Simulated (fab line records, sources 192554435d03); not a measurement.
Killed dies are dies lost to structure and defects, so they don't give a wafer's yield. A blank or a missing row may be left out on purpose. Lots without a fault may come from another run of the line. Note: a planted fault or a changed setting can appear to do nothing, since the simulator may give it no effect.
Split-lot study || flow n5Finfet || on a route of 1938 steps: 7 lots, 21 wafers read

## ABOUT THE SPLIT
At N5_MOL_CONTACT_COAG_ETCHBACK_135 (etches SiO2 in CHF3, target depth 25 nm, time 16.7 s), the setting timeS was moved away from the recipe's 16.7 s on 10 of the 21 wafers read, by -22.3% to +16.5%. For the rest of the wafers, this setting stayed at what the recipe calls for.

The reading is taken at the split's own step.

## THE READING
SOC_of_MOL_CONTACT_COAG_COAT_75.thkNm (the simulator's own value, which no gauge read), in nm, at N5_MOL_CONTACT_COAG_ETCHBACK_135 (etches SiO2 in CHF3, target depth 25 nm, time 16.7 s). The file gives no usual value for it. Across the 11 wafers here that went through the recipe, the average is 57.3 nm and the standard deviation 0.17 nm.

{"wafer": "L077.3", "tool, chamber at the split": "rieDiel-05, 0,1", "timeS as run, s": 19.45, "against the recipe": "+16.5%", "SOC_of_MOL_CONTACT_COAG_COAT_75.thkNm, nm": 56.8, "against lot-mates on the recipe": -0.2}
{"wafer": "L077.4", "tool, chamber at the split": "rieDiel-05, 0,1", "timeS as run, s": 19.45, "against the recipe": "+16.5%", "SOC_of_MOL_CONTACT_COAG_COAT_75.thkNm, nm": 56.8, "against lot-mates on the recipe": -0.2}
{"wafer": "L077.6", "tool, chamber at the split": "rieDiel-05, 2", "timeS as run, s": 16.7, "against the recipe": "recipe", "SOC_of_MOL_CONTACT_COAG_COAT_75.thkNm, nm": 57, "against lot-mates on the recipe": "-"}
{"wafer": "L074.1", "tool, chamber at the split": "rieDiel-01, 0,2", "timeS as run, s": 14.83, "against the recipe": "-11.2%", "SOC_of_MOL_CONTACT_COAG_COAT_75.thkNm, nm": 57.4, "against lot-mates on the recipe": "+0.2"}
{"wafer": "L074.3", "tool, chamber at the split": "rieDiel-01, 0,2", "timeS as run, s": 14.83, "against the recipe": "-11.2%", "SOC_of_MOL_CONTACT_COAG_COAT_75.thkNm, nm": 57.4, "against lot-mates on the recipe": "+0.2"}
{"wafer": "L074.5", "tool, chamber at the split": "rieDiel-01, 3", "timeS as run, s": 16.7, "against the recipe": "recipe", "SOC_of_MOL_CONTACT_COAG_COAT_75.thkNm, nm": 57.2, "against lot-mates on the recipe": "-"}
{"wafer": "L081.4", "tool, chamber at the split": "rieDiel-01, 3,1", "timeS as run, s": 16.7, "against the recipe": "recipe", "SOC_of_MOL_CONTACT_COAG_COAT_75.thkNm, nm": 57.2, "against lot-mates on the recipe": "-"}
{"wafer": "L081.5", "tool, chamber at the split": "rieDiel-01, 3,1", "timeS as run, s": 16.7, "against the recipe": "recipe", "SOC_of_MOL_CONTACT_COAG_COAT_75.thkNm, nm": 57.2, "against lot-mates on the recipe": "-"}
{"wafer": "L081.6", "tool, chamber at the split": "rieDiel-01, 0", "timeS as run, s": 12.97, "against the recipe": "-22.3%", "SOC_of_MOL_CONTACT_COAG_COAT_75.thkNm, nm": 57.6, "against lot-mates on the recipe": "+0.4"}
{"wafer": "L083.2", "tool, chamber at the split": "rieDiel-03, 3", "timeS as run, s": 16.7, "against the recipe": "recipe", "SOC_of_MOL_CONTACT_COAG_COAT_75.thkNm, nm": 57.4, "against lot-mates on the recipe": "-"}
{"wafer": "L083.6", "tool, chamber at the split": "rieDiel-03, 3", "timeS as run, s": 16.7, "against the recipe": "recipe", "SOC_of_MOL_CONTACT_COAG_COAT_75.thkNm, nm": 57.4, "against lot-mates on the recipe": "-"}
{"wafer": "L083.3", "tool, chamber at the split": "rieDiel-03, 1", "timeS as run, s": 19.41, "against the recipe": "+16.2%", "SOC_of_MOL_CONTACT_COAG_COAT_75.thkNm, nm": 57, "against lot-mates on the recipe": -0.4}
{"wafer": "L087.1", "tool, chamber at the split": "rieDiel-05, 0", "timeS as run, s": 16.7, "against the recipe": "recipe", "SOC_of_MOL_CONTACT_COAG_COAT_75.thkNm, nm": 57.4, "against lot-mates on the recipe": "-"}
{"wafer": "L087.3", "tool, chamber at the split": "rieDiel-05, 2,3", "timeS as run, s": 15.49, "against the recipe": "-7.2%", "SOC_of_MOL_CONTACT_COAG_COAT_75.thkNm, nm": 57.4, "against lot-mates on the recipe": "+0.0"}
{"wafer": "L087.4", "tool, chamber at the split": "rieDiel-05, 2,3", "timeS as run, s": 15.49, "against the recipe": "-7.2%", "SOC_of_MOL_CONTACT_COAG_COAT_75.thkNm, nm": 57.4, "against lot-mates on the recipe": "+0.0"}
{"wafer": "L093.2", "tool, chamber at the split": "rieDiel-05, 2", "timeS as run, s": 16.7, "against the recipe": "recipe", "SOC_of_MOL_CONTACT_COAG_COAT_75.thkNm, nm": 57.4, "against lot-mates on the recipe": "-"}
{"wafer": "L093.4", "tool, chamber at the split": "rieDiel-05, 1,0", "timeS as run, s": 16.7, "against the recipe": "recipe", "SOC_of_MOL_CONTACT_COAG_COAT_75.thkNm, nm": 57.6, "against lot-mates on the recipe": "-"}
{"wafer": "L093.6", "tool, chamber at the split": "rieDiel-05, 1,0", "timeS as run, s": 16.7, "against the recipe": "recipe", "SOC_of_MOL_CONTACT_COAG_COAT_75.thkNm, nm": 57.6, "against lot-mates on the recipe": "-"}
{"wafer": "L096.3", "tool, chamber at the split": "rieDiel-03, 0", "timeS as run, s": 14.82, "against the recipe": "-11.3%", "SOC_of_MOL_CONTACT_COAG_COAT_75.thkNm, nm": 57.4, "against lot-mates on the recipe": "+0.0"}
{"wafer": "L096.4", "tool, chamber at the split": "rieDiel-03, 3", "timeS as run, s": 14.82, "against the recipe": "-11.3%", "SOC_of_MOL_CONTACT_COAG_COAT_75.thkNm, nm": 57.6, "against lot-mates on the recipe": "+0.2"}
{"wafer": "L096.6", "tool, chamber at the split": "rieDiel-03, 0", "timeS as run, s": 16.7, "against the recipe": "recipe", "SOC_of_MOL_CONTACT_COAG_COAT_75.thkNm, nm": 57.4, "against lot-mates on the recipe": "-"}
Where a row lists several chambers, the file gives one row for several wafers and doesn't say which wafer went through which chamber.

THE FIT
A straight line over all 21 wafers: SOC_of_MOL_CONTACT_COAG_COAT_75.thkNm changes by -0.0192 nm for each +1% of timeS; r = -0.77; the points scatter about the line by 0.16 nm.
The same after taking each lot's own level away (the mean of its wafers on the recipe; 21 wafers): -0.0153 nm for each +1%; r = -0.89; scatter 0.076 nm.
That fit puts the effect of the largest move of timeS on the reading at 0.34 nm.
Across the lots, their own levels run from 57.00 to 57.53 nm, a range of 3.1 times the standard deviation given above.
So the lot-to-lot level blurs the effect unless lot-mates are compared.
Check: for one of the wafers moved furthest among these (-22.3%), held out of the fit, the line's prediction against its lot-mates is +0.298 nm. Against them it came out at +0.4 nm.

## ADDITIONAL SPLITS CARRIED BY THESE WAFERS
Before the reading, these wafers also passed through other splits. Each is held against what the fit with the lots' levels taken away leaves over:
{"other split on the same wafers": "N5_SD_EPI_N_EPI_21 epiGrowthTimeS", "wafers away from the commonest value": 9, "r with SOC_of_MOL_CONTACT_COAG_COAT_75.thkNm (lot level and that fit taken away)": "+0.31"}
{"other split on the same wafers": "N5_SDB_EXPOSE_08 doseMj", "wafers away from the commonest value": 8, "r with SOC_of_MOL_CONTACT_COAG_COAT_75.thkNm (lot level and that fit taken away)": -0.18}
{"other split on the same wafers": "N5_HKMG_FIN_PEB_10 pebTimeS", "wafers away from the commonest value": 8, "r with SOC_of_MOL_CONTACT_COAG_COAT_75.thkNm (lot level and that fit taken away)": -0.25}
{"other split on the same wafers": "N5_GATE_CUT_DESCUM_18 timeS", "wafers away from the commonest value": 4, "r with SOC_of_MOL_CONTACT_COAG_COAT_75.thkNm (lot level and that fit taken away)": "+0.20"}
{"other split on the same wafers": "N5_MOL_CONTACT_COAG_COAT_103 spinRpm", "wafers away from the commonest value": 4, "r with SOC_of_MOL_CONTACT_COAG_COAT_75.thkNm (lot level and that fit taken away)": "+0.00"}

## FILE'S OWN FIT
SOC_of_MOL_CONTACT_COAG_COAT_75.thkNm changes by -0.0165 nm for each +1% of timeS, r = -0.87.
